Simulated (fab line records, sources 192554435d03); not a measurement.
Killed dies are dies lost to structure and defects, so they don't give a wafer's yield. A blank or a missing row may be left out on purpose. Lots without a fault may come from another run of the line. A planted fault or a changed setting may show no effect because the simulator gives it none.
Chamber matching | flow n5_finfet | N5_BEOL_M2_ILD_DEP_00 on pecvd-01: 3 sister chambers
The step deposits SiOC from DEMS/O2, target thk 79 nm, time 15.3 s. 6 wafers are shown with their chamber, then 8 later ones without.

WAFERS WITH THEIR CHAMBER
wafer  | chamber | throttle_valve_pct (%) | showerhead_vpp_V (V)
L077.2 | 1       | 12.4                   | 1269
L079.3 | 2       | 12.4                   | 1431
L081.2 | 0       | 13.5                   | 1403
L081.3 | 2       | 12.4                   | 1407
L081.5 | 0       | 13.5                   | 1365
L085.2 | 1       | 11.9                   | 1288

WAFERS WITHOUT THEIR CHAMBER
wafer  | throttle_valve_pct (%) | showerhead_vpp_V (V)
L085.5 | 12.5                   | 1436
L085.6 | 12.3                   | 1295
L089.1 | 13.5                   | 1399
L089.2 | 12.1                   | 1284
L089.3 | 11.9                   | 1272
L089.4 | 13.6                   | 1390
L089.5 | 13.8                   | 1411
L089.6 | 12.3                   | 1278

WHICH CHAMBER EACH WENT THROUGH
wafer  | from the rows above | in truth
L085.5 | 2                   | 2
L085.6 | 1                   | 1
L089.1 | 0                   | 0
L089.2 | 1                   | 1
L089.3 | 1                   | 1
L089.4 | 0                   | 0
L089.5 | 0                   | 0
L089.6 | 1                   | 1
Placed correctly: 8 of 8. Can't be placed from these rows: 0. Placed wrongly: 0.
How it was worked out, from the rows above alone: a wafer's distance from a chamber is the root of the sum, over the readings, of the square of ((its reading less the chamber's mean) divided by the reading's scatter). The wafer belongs to the nearest chamber; if the next one is less than 2 further off, it can't be placed. A chamber's mean is the mean of its shown wafers. The scatter: the root of (the sum of the squares of (reading less its chamber's mean) over the shown wafers, divided by (wafers less chambers)).
